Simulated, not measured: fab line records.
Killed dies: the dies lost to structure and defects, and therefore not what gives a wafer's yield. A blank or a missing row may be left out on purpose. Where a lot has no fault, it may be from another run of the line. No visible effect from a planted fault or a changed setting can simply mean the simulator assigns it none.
What tool caused it? + flow nand harc + 11 lots with 33 wafers sampled at 4 steps, on a route of 1302 steps

WHAT THE GAUGES SHOWED, per wafer
NHARC_P_ZERO_WELL_CD_MEAS_11 targets a cd of 500 nm.
| lot  | measured     | on        | cd nm (nm)        |
|------|--------------|-----------|-------------------|
| L155 | day 1 21:18  | cd sem-02 | 501.1 498.4 498.9 |
| L156 | day 2 07:07  | cd sem-02 | 497.7 499.0 500.5 |
| L157 | day 2 17:14  | cd sem-03 | 500.0 496.4 499.1 |
| L160 | day 3 23:14  | cd sem-03 | 501.1 502.3 499.2 |
| L161 | day 4 09:07  | cd sem-03 | 501.5 500.9 502.6 |
| L165 | day 6 01:15  | cd sem-02 | 502.8 501.4 502.9 |
| L167 | day 6 21:15  | cd sem-03 | 498.6 500.6 501.2 |
| L175 | day 10 05:14 | cd sem-03 | 503.5 502.6 501.3 |
| L176 | day 10 15:15 | cd sem-01 | 497.6 498.2 500.8 |
| L177 | day 11 01:14 | cd sem-02 | 497.3 498.0 499.5 |
| L178 | day 11 11:07 | cd sem-03 | 504.5 503.5 503.9 |

NHARC_P_ZERO_WELL_CD_MEAS_24 targets a cd of 720 nm.
| lot  | measured     | on        | cd nm (nm)                          |
|------|--------------|-----------|-------------------------------------|
| L155 | day 1 22:38  | cd sem-02 | 717.8 720.1 718.0                   |
| L156 | day 2 08:31  | cd sem-03 | 722.0 721.7 721.8                   |
| L157 | day 2 18:35  | cd sem-03 | 719.9 721.2 721.4                   |
| L160 | day 4 00:35  | cd sem-01 | 721.4 719.4 720.9                   |
| L161 | day 4 11:29  | cd sem-02 | 718.7 721.9 722.5                   |
| L165 | day 6 02:55  | cd sem-03 | 707.3 705.9 709.2 707.0 706.0 709.2 |
| L167 | day 6 22:35  | cd sem-02 | 720.2 721.9 718.5                   |
| L175 | day 10 06:34 | cd sem-01 | 718.8 717.3 720.6                   |
| L176 | day 10 16:40 | cd sem-02 | 722.6 721.1 719.9                   |
| L177 | day 11 02:34 | cd sem-01 | 721.5 718.2 718.5                   |
| L178 | day 11 12:20 | cd sem-02 | 719.3 723.4 719.4                   |

WHAT TOOL EACH LOT RAN ON (gives the tool, then ch and the chambers of the sampled wafers, and finally the start)
| lot  | NHARC_P_ZERO_WELL_ETCH_65          | NHARC_P_ZERO_WELL_EXPOSE_21       |
|------|------------------------------------|-----------------------------------|
| L155 | rie diel-07 ch 2,3, day 1 21:32    | krf scanner-01 ch 0, day 1 22:29  |
| L156 | rie diel-07 ch 1,2, day 2 07:22    | krf scanner-04 ch 0, day 2 08:22  |
| L157 | rie diel-13 ch 0,2, day 2 17:29    | krf scanner-01 ch 0, day 2 18:26  |
| L160 | rie diel-13 ch 0,2,3, day 3 23:29  | krf scanner-01 ch 0, day 4 00:26  |
| L161 | rie diel-03 ch 0,1,2, day 4 10:31  | krf scanner-01 ch 0, day 4 11:20  |
| L165 | rie diel-03 ch 0,2,3, day 6 01:49  | krf scanner-01 ch 0, day 6 02:46  |
| L167 | rie diel-07 ch 1,2, day 6 21:29    | krf scanner-04 ch 0, day 6 22:26  |
| L175 | rie diel-13 ch 0,2, day 10 05:29   | krf scanner-02 ch 0, day 10 06:25 |
| L176 | rie diel-13 ch 0,1,2, day 10 15:32 | krf scanner-04 ch 0, day 10 16:31 |
| L177 | rie diel-03 ch 1,3, day 11 01:31   | krf scanner-04 ch 0, day 11 02:25 |
| L178 | rie diel-13 ch 1,2,3, day 11 11:22 | krf scanner-04 ch 0, day 11 12:11 |
- NHARC_P_ZERO_WELL_ETCH_65: etches the open film in N2/H2, target depth 80 nm, overetch 24 nm, time 87.88 s.
- NHARC_P_ZERO_WELL_EXPOSE_21: exposes mask P NWELL, target cd 720 nm.

WHAT THE TOOLS THEMSELVES READ (means of the sampled wafers that have a number; where no wafer has one, the mark that the record gives instead)
NHARC_P_ZERO_WELL_ETCH_65.
| lot  | tool        | drypump motor current A (A) | oes product au (a.u.) | rf vpp V (V) | showerhead plenum p Torr (Torr) | throttle valve pct (%) |
|------|-------------|-----------------------------|-----------------------|--------------|---------------------------------|------------------------|
| L155 | rie diel-07 | 5.8                         | 1.009                 | 429.1        | 1.99                            | 14.176                 |
| L156 | rie diel-07 | 6.4                         | 0.992                 | 432.8        | 2.12                            | 14.165                 |
| L157 | rie diel-13 | 5.5                         | 0.982                 | 432.0        | 2.10                            | 14.164                 |
| L160 | rie diel-13 | 5.8                         | 0.985                 | 432.0        | 2.09                            | 14.176                 |
| L161 | rie diel-03 | 5.9                         | 0.993                 | 429.5        | 2.02                            | 14.161                 |
| L165 | rie diel-03 | 6.2                         | 1.005                 | 430.6        | 2.02                            | 14.173                 |
| L167 | rie diel-07 | 6.1                         | 1.008                 | 430.9        | 2.06                            | 14.173                 |
| L175 | rie diel-13 | 5.6                         | 1.001                 | 431.2        | 2.05                            | 14.181                 |
| L176 | rie diel-13 | 5.5                         | 0.997                 | 432.8        | 2.11                            | 14.172                 |
| L177 | rie diel-03 | 5.4                         | 1.019                 | 431.0        | 2.05                            | 14.164                 |
| L178 | rie diel-13 | 5.8                         | 0.997                 | 432.1        | 2.10                            | 14.173                 |

NHARC_P_ZERO_WELL_EXPOSE_21.
| lot  | tool           | exposure dose mJ cm2 |
|------|----------------|----------------------|
| L155 | krf scanner-01 | 22.347               |
| L156 | krf scanner-04 | 22.278               |
| L157 | krf scanner-01 | 22.312               |
| L160 | krf scanner-01 | 22.298               |
| L161 | krf scanner-01 | 22.309               |
| L165 | krf scanner-01 | 22.313               |
| L167 | krf scanner-04 | 22.326               |
| L175 | krf scanner-02 | 22.299               |
| L176 | krf scanner-04 | 22.294               |
| L177 | krf scanner-04 | 22.292               |
| L178 | krf scanner-04 | 22.298               |

THE ANSWER, worked out from the rows above alone
Rule: what is usual is taken from the lots themselves. Put in order of their means at a reading, lots are off if they are a third of the lots or fewer, leave a main group of 4 or more, and stand apart from it by a gap of 3 or more times the standard deviation of the main group's means; of several such gaps the widest counts. A main group whose means are all the same, to the digits that the tables above print for the reading, isn't used. A lot without any number at a reading at which 4 lots or more have one is off too. All remaining lots with rows at the step are treated as sound. First the gauges in route order, then the tools' own readings, where a lot's mean is used as printed above. The first step at which some lot is off is used, and at that step the reading that is off furthest; a lot without a number counts as furthest.
Off at NHARC_P_ZERO_WELL_CD_MEAS_24 (cd nm): L165. Main group: mean 720.3 nm, sd 0.99.
A tool fits if, at a process step before that reading, it ran every lot that is off, and no sound lot after the first of them. Those tools and the gauges at NHARC_P_ZERO_WELL_CD_MEAS_24 are tried in the same way. This does not decide it: 2 tools fit, namely krf scanner-01 at NHARC_P_ZERO_WELL_EXPOSE_21 and cd sem-03 at NHARC_P_ZERO_WELL_CD_MEAS_24.

WHAT THE SIMULATOR HAD INSERTED
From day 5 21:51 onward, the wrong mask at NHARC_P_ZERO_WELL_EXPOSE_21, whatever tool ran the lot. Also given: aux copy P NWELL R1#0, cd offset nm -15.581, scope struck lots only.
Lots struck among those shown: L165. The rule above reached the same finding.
